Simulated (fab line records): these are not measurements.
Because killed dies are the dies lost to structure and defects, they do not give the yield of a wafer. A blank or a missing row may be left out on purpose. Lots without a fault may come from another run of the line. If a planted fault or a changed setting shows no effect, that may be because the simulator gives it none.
Split-lot study :: flow n5_finfet :: 39 wafers read across 7 lots, on a route 1938 steps long

== SPLIT DETAILS ==
At N5_BEOL_M9_ETCH_66 (etches SOC in N2/H2, target depth 80 nm, overetch 16 nm, time 120 s), the setting time_s was moved away from the recipe's 120 s on 18 of the 39 wafers read, by -53.6% to +52.5%. All remaining wafers had this setting at the recipe value.

The split's own step is where the reading is taken.

== THE READING ==
SiARC_of_BEOL_M9_COAT_64.thk_nm (the simulator's own value, which no gauge read), in nm, at N5_BEOL_M9_ETCH_66 (etches SOC in N2/H2, target depth 80 nm, overetch 16 nm, time 120 s). No usual value for it is given in the file. The 21 wafers here that ran the recipe average 6.7 nm, standard deviation 0.24 nm.

wafer: L074.1
tool, chamber at the split: rie_diel-06, 0
time_s as run, s: 101.8
against the recipe: -15.2%
SiARC_of_BEOL_M9_COAT_64.thk_nm, nm: 7.2
against lot-mates on the recipe: +0.8

wafer: L074.2
tool, chamber at the split: rie_diel-06, 1
time_s as run, s: 120
against the recipe: recipe
SiARC_of_BEOL_M9_COAT_64.thk_nm, nm: 6.4
against lot-mates on the recipe: -

wafer: L074.3
tool, chamber at the split: rie_diel-06, 2
time_s as run, s: 101.8
against the recipe: -15.2%
SiARC_of_BEOL_M9_COAT_64.thk_nm, nm: 7.6
against lot-mates on the recipe: +1.2

wafer: L074.4
tool, chamber at the split: rie_diel-06, 3
time_s as run, s: 120
against the recipe: recipe
SiARC_of_BEOL_M9_COAT_64.thk_nm, nm: 6.4
against lot-mates on the recipe: -

wafer: L074.5
tool, chamber at the split: rie_diel-06, 3
time_s as run, s: 101.8
against the recipe: -15.2%
SiARC_of_BEOL_M9_COAT_64.thk_nm, nm: 7.4
against lot-mates on the recipe: +1.0

wafer: L074.6
tool, chamber at the split: rie_diel-06, 0
time_s as run, s: 120
against the recipe: recipe
SiARC_of_BEOL_M9_COAT_64.thk_nm, nm: 6.4
against lot-mates on the recipe: -

wafer: L076.1
tool, chamber at the split: rie_diel-03, 3
time_s as run, s: 120
against the recipe: recipe
SiARC_of_BEOL_M9_COAT_64.thk_nm, nm: 7
against lot-mates on the recipe: -

wafer: L076.2
tool, chamber at the split: rie_diel-03, 2
time_s as run, s: 55.66
against the recipe: -53.6%
SiARC_of_BEOL_M9_COAT_64.thk_nm, nm: 9.6
against lot-mates on the recipe: +2.7

wafer: L076.3
tool, chamber at the split: rie_diel-03, 1
time_s as run, s: 55.66
against the recipe: -53.6%
SiARC_of_BEOL_M9_COAT_64.thk_nm, nm: 9.6
against lot-mates on the recipe: +2.7

wafer: L076.4
tool, chamber at the split: rie_diel-03, 1
time_s as run, s: 120
against the recipe: recipe
SiARC_of_BEOL_M9_COAT_64.thk_nm, nm: 6.8
against lot-mates on the recipe: -

wafer: L076.5
tool, chamber at the split: rie_diel-03, 2
time_s as run, s: 55.66
against the recipe: -53.6%
SiARC_of_BEOL_M9_COAT_64.thk_nm, nm: 9.6
against lot-mates on the recipe: +2.7

wafer: L076.6
tool, chamber at the split: rie_diel-03, 3
time_s as run, s: 120
against the recipe: recipe
SiARC_of_BEOL_M9_COAT_64.thk_nm, nm: 7
against lot-mates on the recipe: -

wafer: L080.1
tool, chamber at the split: rie_diel-02, 0
time_s as run, s: 120
against the recipe: recipe
SiARC_of_BEOL_M9_COAT_64.thk_nm, nm: 6.6
against lot-mates on the recipe: -

wafer: L080.2
tool, chamber at the split: rie_diel-02, 3
time_s as run, s: 145
against the recipe: +20.8%
SiARC_of_BEOL_M9_COAT_64.thk_nm, nm: 5.6
against lot-mates on the recipe: -1.1

wafer: L080.3
tool, chamber at the split: rie_diel-02, 2
time_s as run, s: 145
against the recipe: +20.8%
SiARC_of_BEOL_M9_COAT_64.thk_nm, nm: 5.8
against lot-mates on the recipe: -0.9

wafer: L080.4
tool, chamber at the split: rie_diel-02, 1
time_s as run, s: 120
against the recipe: recipe
SiARC_of_BEOL_M9_COAT_64.thk_nm, nm: 7
against lot-mates on the recipe: -

wafer: L080.5
tool, chamber at the split: rie_diel-02, 0
time_s as run, s: 120
against the recipe: recipe
SiARC_of_BEOL_M9_COAT_64.thk_nm, nm: 6.6
against lot-mates on the recipe: -

wafer: L080.6
tool, chamber at the split: rie_diel-02, 3
time_s as run, s: 145
against the recipe: +20.8%
SiARC_of_BEOL_M9_COAT_64.thk_nm, nm: 5.6
against lot-mates on the recipe: -1.1

wafer: L087.1
tool, chamber at the split: rie_diel-02, 2
time_s as run, s: 120
against the recipe: recipe
SiARC_of_BEOL_M9_COAT_64.thk_nm, nm: 6.8
against lot-mates on the recipe: -

wafer: L087.2
tool, chamber at the split: rie_diel-02, 0
time_s as run, s: 71.1
against the recipe: -40.8%
SiARC_of_BEOL_M9_COAT_64.thk_nm, nm: 8.8
against lot-mates on the recipe: +2.0

wafer: L087.3
tool, chamber at the split: rie_diel-02, 1
time_s as run, s: 120
against the recipe: recipe
SiARC_of_BEOL_M9_COAT_64.thk_nm, nm: 7
against lot-mates on the recipe: -

wafer: L087.4
tool, chamber at the split: rie_diel-02, 2
time_s as run, s: 71.1
against the recipe: -40.8%
SiARC_of_BEOL_M9_COAT_64.thk_nm, nm: 9
against lot-mates on the recipe: +2.2

wafer: L087.5
tool, chamber at the split: rie_diel-02, 0
time_s as run, s: 120
against the recipe: recipe
SiARC_of_BEOL_M9_COAT_64.thk_nm, nm: 6.6
against lot-mates on the recipe: -

wafer: L087.6
tool, chamber at the split: rie_diel-02, 1
time_s as run, s: 71.1
against the recipe: -40.8%
SiARC_of_BEOL_M9_COAT_64.thk_nm, nm: 9
against lot-mates on the recipe: +2.2

wafer: L092.1
tool, chamber at the split: rie_diel-06, 2
time_s as run, s: 120
against the recipe: recipe
SiARC_of_BEOL_M9_COAT_64.thk_nm, nm: 6.8
against lot-mates on the recipe: -

wafer: L092.2
tool, chamber at the split: rie_diel-06, 3
time_s as run, s: 183
against the recipe: +52.5%
SiARC_of_BEOL_M9_COAT_64.thk_nm, nm: 3.6
against lot-mates on the recipe: -2.9

wafer: L092.3
tool, chamber at the split: rie_diel-06, 0
time_s as run, s: 183
against the recipe: +52.5%
SiARC_of_BEOL_M9_COAT_64.thk_nm, nm: 3
against lot-mates on the recipe: -3.5

wafer: L092.4
tool, chamber at the split: rie_diel-06, 2
time_s as run, s: 183
against the recipe: +52.5%
SiARC_of_BEOL_M9_COAT_64.thk_nm, nm: 4.2
against lot-mates on the recipe: -2.3

wafer: L092.5
tool, chamber at the split: rie_diel-06, 3
time_s as run, s: 120
against the recipe: recipe
SiARC_of_BEOL_M9_COAT_64.thk_nm, nm: 6.6
against lot-mates on the recipe: -

wafer: L092.6
tool, chamber at the split: rie_diel-06, 0
time_s as run, s: 120
against the recipe: recipe
SiARC_of_BEOL_M9_COAT_64.thk_nm, nm: 6.2
against lot-mates on the recipe: -

wafer: L096.2
tool, chamber at the split: rie_diel-03, 1
time_s as run, s: 120
against the recipe: recipe
SiARC_of_BEOL_M9_COAT_64.thk_nm, nm: 6.8
against lot-mates on the recipe: -

wafer: L096.4
tool, chamber at the split: rie_diel-03, 0
time_s as run, s: 120
against the recipe: recipe
SiARC_of_BEOL_M9_COAT_64.thk_nm, nm: 6.8
against lot-mates on the recipe: -

wafer: L096.5
tool, chamber at the split: rie_diel-03, 1
time_s as run, s: 120
against the recipe: recipe
SiARC_of_BEOL_M9_COAT_64.thk_nm, nm: 6.8
against lot-mates on the recipe: -

wafer: L097.1
tool, chamber at the split: rie_diel-06, 2
time_s as run, s: 180.5
against the recipe: +50.4%
SiARC_of_BEOL_M9_COAT_64.thk_nm, nm: 4.2
against lot-mates on the recipe: -2.3

wafer: L097.2
tool, chamber at the split: rie_diel-06, 3
time_s as run, s: 120
against the recipe: recipe
SiARC_of_BEOL_M9_COAT_64.thk_nm, nm: 6.6
against lot-mates on the recipe: -

wafer: L097.3
tool, chamber at the split: rie_diel-06, 0
time_s as run, s: 120
against the recipe: recipe
SiARC_of_BEOL_M9_COAT_64.thk_nm, nm: 6.2
against lot-mates on the recipe: -

wafer: L097.4
tool, chamber at the split: rie_diel-06, 1
time_s as run, s: 180.5
against the recipe: +50.4%
SiARC_of_BEOL_M9_COAT_64.thk_nm, nm: 3.6
against lot-mates on the recipe: -2.9

wafer: L097.5
tool, chamber at the split: rie_diel-06, 0
time_s as run, s: 180.5
against the recipe: +50.4%
SiARC_of_BEOL_M9_COAT_64.thk_nm, nm: 3.2
against lot-mates on the recipe: -3.3

wafer: L097.6
tool, chamber at the split: rie_diel-06, 3
time_s as run, s: 120
against the recipe: recipe
SiARC_of_BEOL_M9_COAT_64.thk_nm, nm: 6.6
against lot-mates on the recipe: -

THE FIT
A straight line over all 39 wafers: SiARC_of_BEOL_M9_COAT_64.thk_nm changes by -0.0565 nm for each +1% of time_s; r = -0.99; the points scatter about the line by 0.28 nm.
The same after taking each lot's own level away (the mean of its wafers on the recipe; 39 wafers): -0.0536 nm for each +1%; r = -0.99; scatter 0.24 nm.
The reading moves by 2.9 nm for the largest change in time_s, on that fit.
The span of the lots' own levels, 6.40 to 6.93 nm, comes to 2.2 times the standard deviation stated above.
The two slopes agree, so the slope changes little with the lot-to-lot level.
Check: with one of the wafers moved furthest among these (-53.6%) left out of the fit, the line predicts +2.88 nm for it against its lot-mates. Against them it came out at +2.67 nm.

== OTHER SPLITS APPLIED TO THESE WAFERS ==
Other splits were also applied to these wafers ahead of the reading. Each is held against what the fit with the lots' levels taken away leaves over:
other split on the same wafers: N5_ZERO_LAYER_PECVD_02 time_s
wafers away from the commonest value: 15
r with SiARC_of_BEOL_M9_COAT_64.thk_nm (lot level and that fit taken away): +0.17

other split on the same wafers: N5_SD_EPI_N_ETCH_16 target_depth_a
wafers away from the commonest value: 18
r with SiARC_of_BEOL_M9_COAT_64.thk_nm (lot level and that fit taken away): +0.01

other split on the same wafers: N5_HKMG_FIN_DEVELOP_48 develop_time_s
wafers away from the commonest value: 18
r with SiARC_of_BEOL_M9_COAT_64.thk_nm (lot level and that fit taken away): +0.10

other split on the same wafers: N5_BEOL_M0_SAQP_SPACER1_ALD_98 ald_cycles
wafers away from the commonest value: 9
r with SiARC_of_BEOL_M9_COAT_64.thk_nm (lot level and that fit taken away): -0.10

other split on the same wafers: N5_BEOL_M3_ETCH_70 time_s
wafers away from the commonest value: 15
r with SiARC_of_BEOL_M9_COAT_64.thk_nm (lot level and that fit taken away): -0.33

other split on the same wafers: N5_BEOL_M6_DEP_56 time_s
wafers away from the commonest value: 12
r with SiARC_of_BEOL_M9_COAT_64.thk_nm (lot level and that fit taken away): +0.20

== THE WHOLE CHAIN: every reading that the file lists as answering this split, in the file's order ==
step: N5_BEOL_M9_ETCH_66
what it does: etches SOC in N2/H2, target depth 80 nm, overetch 16 nm, time 120 s
reading: etch.depth_nm (the simulator's own value, which no gauge read)
change (the file's fit): not straight: 43.91 at the lowest setting, 60.05 at the recipe, 59.6 at the highest
r (the file's): not given

step: N5_BEOL_M9_ETCH_66
what it does: etches SOC in N2/H2, target depth 80 nm, overetch 16 nm, time 120 s
reading: SiARC_of_BEOL_M9_COAT_64.thk_nm (the simulator's own value, which no gauge read)
change (the file's fit): -0.0536 nm for each +1% of the setting
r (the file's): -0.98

== THE FILE'S OWN FIT ==
SiARC_of_BEOL_M9_COAT_64.thk_nm changes by -0.0536 nm for each +1% of time_s, r = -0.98.
